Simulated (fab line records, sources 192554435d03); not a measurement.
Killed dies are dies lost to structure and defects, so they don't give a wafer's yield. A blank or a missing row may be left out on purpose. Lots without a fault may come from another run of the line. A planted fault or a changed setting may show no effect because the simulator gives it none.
One fault seen from 2 desks | flow n5_finfet | each desk has only its own numbers; what lay behind them comes last

THE METROLOGY DESK
What the gauges read, lot by lot, whatever tool the lot ran on: means of the sampled wafers that have a number. A lot is out of limits, marked OUT, if its mean lies more than 4 standard deviations from the usual mean; the brackets give that distance. Of its 10 readings 7 are shown: those that lie furthest out on some lot.
Columns: A = DIBL_N at N5_BEOL_M4_RC_MEAS_101, usual 36.4 mV/V; B = DIBL_P at N5_BEOL_M4_RC_MEAS_101, usual 36.5 mV/V; C = IOFF_P at N5_BEOL_M4_RC_MEAS_101, usual 0.202 nA/um; D = ION_P at N5_BEOL_M4_RC_MEAS_101, usual 460 uA/um; E = SS_P at N5_BEOL_M4_RC_MEAS_101, usual 73.4 mV/dec; F = VT_N at N5_BEOL_M4_RC_MEAS_101, usual 250.9 mV; G = VT_P at N5_BEOL_M4_RC_MEAS_101, usual -251.4 mV
lot  | first seen here | A    | B    | C     | D   | E    | F     | G
L945 | day 8 14:12     | 37.3 | 36.4 | 0.161 | 446 | 73.6 | 254.6 | -256.9
L947 | day 9 02:28     | 36.0 | 36.3 | 0.196 | 464 | 73.2 | 250.6 | -250.9
L952 | day 10 04:52    | 36.2 | 35.4 | 0.209 | 466 | 72.5 | 249.4 | -250.7
L954 | day 10 14:14    | 35.8 | 38.9 | 0.188 | 456 | 73.5 | 251.0 | -253.6
L955 | day 10 14:43    | 35.2 | 35.3 | 0.189 | 460 | 72.5 | 251.6 | -251.9
L960 | day 12 06:35    | 37.5 | 36.9 | 0.226 | 458 | 73.3 | 250.9 | -250.0
L965 | day 13 17:35    | 36.9 | 38.4 | 0.208 | 458 | 73.7 | 247.2 | -251.3
L964 | day 13 22:59    | 35.0 | 35.3 | 0.202 | 463 | 72.5 | 251.7 | -249.5
This desk's finding: nothing out of limits on any of the 8 lots.

THE TOOL OWNER'S DESK: rie_diel-03
The tool's own readings at N5_BEOL_M0_SAQP_SPACER1_ETCHBACK_99 (etches SiO2 in CHF3/O2, target depth 15.4 nm, time 7.7 s): means of the sampled wafers that have a number, for each lot that ran on this tool. A lot is out of limits, marked OUT, if its mean lies more than 4 standard deviations from the usual mean; the brackets give that distance.
Columns: A = drypump_motor_current_A at N5_BEOL_M0_SAQP_SPACER1_ETCHBACK_99, usual 5.6 A; B = mfc_ar_sccm at N5_BEOL_M0_SAQP_SPACER1_ETCHBACK_99, usual 200.1 sccm; C = oes_product_au at N5_BEOL_M0_SAQP_SPACER1_ETCHBACK_99, usual 0.79 a.u.; D = rf_vpp_V at N5_BEOL_M0_SAQP_SPACER1_ETCHBACK_99, usual 524 V; E = showerhead_plenum_p_Torr at N5_BEOL_M0_SAQP_SPACER1_ETCHBACK_99, usual 2.42 Torr; F = throttle_valve_pct at N5_BEOL_M0_SAQP_SPACER1_ETCHBACK_99, usual 18.97 %
lot  | first seen here | A   | B     | C    | D   | E    | F
L945 | day 6 09:49     | 5.5 | 200.0 | 0.82 | 518 | 2.43 | 19.02
L952 | day 7 21:53     | 5.1 | 199.8 | 0.81 | 519 | 2.39 | 19.12
L954 | day 8 12:29     | 5.3 | 199.9 | 0.88 | 520 | 2.36 | 19.03
L955 | day 8 16:14     | 5.4 | 199.9 | 0.83 | 517 | 2.34 | 19.08
L965 | day 11 18:50    | 5.3 | 199.5 | 0.86 | 522 | 2.45 | 18.93
This desk's finding: nothing out of limits on any of the 5 lots.

PUT TOGETHER
The metrology desk saw nothing out of limits.
The tool owner's desk saw nothing out of limits.

WHAT THE SIMULATOR HAD PUT IN
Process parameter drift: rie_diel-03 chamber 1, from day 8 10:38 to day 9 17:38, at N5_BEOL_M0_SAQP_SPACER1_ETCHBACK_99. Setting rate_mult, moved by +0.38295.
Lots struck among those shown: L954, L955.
